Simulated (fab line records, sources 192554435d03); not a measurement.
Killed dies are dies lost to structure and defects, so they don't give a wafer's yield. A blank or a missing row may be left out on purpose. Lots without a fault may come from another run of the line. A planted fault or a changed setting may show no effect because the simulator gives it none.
Chamber matching | flow n5_finfet | N5_HKMG_FIN_STRIP_90 on rie_diel-03: 4 sister chambers
The step strips SOC in N2/H2, time 20 s. 20 wafers are shown with their chamber, then 10 later ones without.

WAFERS WITH THEIR CHAMBER
wafer  | chamber | drypump_motor_current_A (A) | throttle_valve_pct (%) | oes_product_au (a.u.)
L074.2 | 1       | 5.8                         | 18.7                   | 0.69
L074.3 | 3       | 4.8                         | 19.2                   | 0.68
L074.5 | 3       | 4.8                         | 19.2                   | 0.67
L075.3 | 2       | 5.2                         | 18.7                   | 0.76
L075.4 | 3       | 4.9                         | 19.2                   | 0.68
L075.6 | 2       | 5.2                         | 18.7                   | 0.76
L079.1 | 3       | 4.8                         | 19.2                   | 0.67
L079.2 | 1       | 5.8                         | 18.7                   | 0.67
L079.3 | 2       | 5.3                         | 18.7                   | 0.75
L080.1 | 2       | 5.3                         | 18.7                   | 0.75
L080.3 | 3       | 4.9                         | 19.2                   | 0.67
L080.4 | 0       | 5.0                         | 18.3                   | 0.90
L084.2 | 0       | 5.0                         | 18.3                   | 0.88
L084.4 | 0       | 5.0                         | 18.3                   | 0.88
L084.6 | 2       | 5.2                         | 18.8                   | 0.74
L087.4 | 3       | 4.9                         | 18.8                   | 0.96
L087.5 | 0       | 5.0                         | 18.3                   | 0.86
L087.6 | 3       | 4.9                         | 18.8                   | 0.97
L089.1 | 2       | 5.2                         | 18.8                   | 0.74
L089.3 | 3       | 4.9                         | 18.8                   | 0.94

SIGNATURES (means of the wafers above)
reading                 | chamber 0 | chamber 1 | chamber 2 | chamber 3 | scatter within a chamber
drypump_motor_current_A | 5.000     | 5.800     | 5.233     | 4.862     | 0.0448
throttle_valve_pct      | 18.300    | 18.700    | 18.733    | 19.050    | 0.14
oes_product_au          | 0.8800    | 0.6800    | 0.7500    | 0.7800    | 0.0974
Rule: a wafer's distance from a chamber is the root of the sum, over the readings, of the square of ((its reading less the chamber's mean) divided by the reading's scatter). The wafer belongs to the nearest chamber; if the next one is less than 2 further off, it can't be placed. The scatter: the root of (the sum of the squares of (reading less its chamber's mean) over the shown wafers, divided by (wafers less chambers)).

WAFERS WITHOUT THEIR CHAMBER
wafer  | drypump_motor_current_A (A) | throttle_valve_pct (%) | oes_product_au (a.u.)
L089.5 | 5.8                         | 18.7                   | 0.66
L091.1 | 5.0                         | 18.3                   | 0.85
L091.3 | 5.2                         | 18.8                   | 0.73
L091.6 | 4.8                         | 18.8                   | 0.92
L096.3 | 4.9                         | 18.8                   | 0.89
L096.5 | 5.8                         | 18.8                   | 0.65
L096.6 | 5.3                         | 18.8                   | 0.73
L097.1 | 5.0                         | 18.4                   | 0.84
L097.3 | 5.9                         | 18.8                   | 0.65
L097.5 | 5.3                         | 18.8                   | 0.72

WHICH CHAMBER EACH WENT THROUGH
wafer  | from the rows above     | in truth
L089.5 | 1                       | 1
L091.1 | 0                       | 0
L091.3 | 2                       | 2
L091.6 | 3                       | 3
L096.3 | can't be placed: 3 or 0 | 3
L096.5 | 1                       | 1
L096.6 | 2                       | 2
L097.1 | 0                       | 0
L097.3 | 1                       | 1
L097.5 | 2                       | 2
Placed correctly: 9 of 10. Can't be placed from these rows: 1 (the true chamber is among the candidates in 1). Placed wrongly: 0.
